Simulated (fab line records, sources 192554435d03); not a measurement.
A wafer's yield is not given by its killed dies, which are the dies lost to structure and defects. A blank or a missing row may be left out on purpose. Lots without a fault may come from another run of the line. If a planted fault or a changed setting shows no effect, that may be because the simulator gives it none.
2 desks looking at one fault || flow n5-finfet || every desk sees just its own numbers, and what lay behind them comes last

== AT THE METROLOGY DESK ==
What the gauges read for every lot (on any tool): the sampled wafers with a number, averaged. Any lot whose mean is over 4 standard deviations away from the usual mean is out of limits and marked OUT; that distance is given in the brackets. Shown here are 7 of its 10 readings, the ones lying furthest out on some lot.
Columns: A = DIBL_N at N5_BEOL_M4_RC_MEAS_101, usual 36.9 mV/V; B = IOFF_P at N5_BEOL_M4_RC_MEAS_101, usual 0.23 nA/um; C = ION_N at N5_BEOL_M4_RC_MEAS_101, usual 673 uA/um; D = SS_N at N5_BEOL_M4_RC_MEAS_101, usual 71.8 mV/dec; E = SS_P at N5_BEOL_M4_RC_MEAS_101, usual 73.6 mV/dec; F = VT_N at N5_BEOL_M4_RC_MEAS_101, usual 250 mV; G = VT_P at N5_BEOL_M4_RC_MEAS_101, usual -249.7 mV
{"lot": "L950", "first seen here": "day 8 12:55", "A": 35.8, "B": 0.22, "C": 667, "D": 71.9, "E": 73.0, "F": 251, "G": -250.3}
{"lot": "L960", "first seen here": "day 11 02:17", "A": 34.4, "B": 0.21, "C": 663, "D": 71.9, "E": 72.9, "F": 253, "G": -250.7}
{"lot": "L961", "first seen here": "day 11 11:01", "A": 37.3, "B": 0.21, "C": 669, "D": 71.8, "E": 73.4, "F": 254, "G": -251.5}
{"lot": "L965", "first seen here": "day 12 03:14", "A": 35.1, "B": 0.20, "C": 663, "D": 71.1, "E": 72.6, "F": 251, "G": -251.8}
This desk's verdict: no lot among the 4 shows anything out of limits.

== TOOL OWNER'S DESK, rie-diel-05 ==
The tool's own readings at N5_HKMG_FIN_ETCH_58 (etches SOC in N2/H2, target depth 215.8 nm, time 741 s): means of the sampled wafers that have a number, for each lot that ran on this tool. Any lot whose mean is over 4 standard deviations away from the usual mean is out of limits and marked OUT; that distance is given in the brackets.
Columns: A = chamber-pressure-mTorr at N5_HKMG_FIN_ETCH_58, usual 29.999 mTorr; B = drypump-motor-current-A at N5_HKMG_FIN_ETCH_58, usual 5.5 A; C = oes-product-au at N5_HKMG_FIN_ETCH_58, usual 0.78 a.u.; D = rf-fwd-power-W at N5_HKMG_FIN_ETCH_58, usual 874.1 W; E = rf-vpp-V at N5_HKMG_FIN_ETCH_58, usual 99.0 V; F = showerhead-plenum-p-Torr at N5_HKMG_FIN_ETCH_58, usual 2.53 Torr; G = throttle-valve-pct at N5_HKMG_FIN_ETCH_58, usual 17.86 %
{"lot": "L950", "first seen here": "day 4 11:08", "A": 30.003, "B": 5.6, "C": 0.82, "D": 874.9, "E": 99.4, "F": 2.48, "G": 17.81}
{"lot": "L960", "first seen here": "day 7 08:03", "A": 29.985, "B": 5.4, "C": 0.71, "D": "664.2 (-87) OUT", "E": "108.7 (+11) OUT", "F": 2.57, "G": 17.75}
{"lot": "L961", "first seen here": "day 7 12:19", "A": 30.001, "B": 5.7, "C": 0.71, "D": "663.5 (-88) OUT", "E": "109.0 (+11) OUT", "F": 2.53, "G": 17.75}
Finding of this desk: L960, L961 out of limits; the first was L960 at day 7 08:03, on rf-fwd-power-W at N5_HKMG_FIN_ETCH_58. In limits: L950.

== ALL TOGETHER ==
The tool owner's desk could have raised an alarm at day 7 08:03, on L960, L961.
From the metrology desk's view, nothing was out of limits.
The metrology desk has L960, L961 on record, within its limits.
The lots listed all ran N5_HKMG_FIN_ETCH_58 on rie-diel-05.

== WHAT THE SIMULATOR PUT IN ==
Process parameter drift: rie-diel-05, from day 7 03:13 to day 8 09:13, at N5_HKMG_FIN_ETCH_58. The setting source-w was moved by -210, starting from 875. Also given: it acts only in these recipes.
Struck lots among those shown: L960, L961.
Hours from the fault's start to each desk's first reading out of limits: the tool owner's desk, 5.
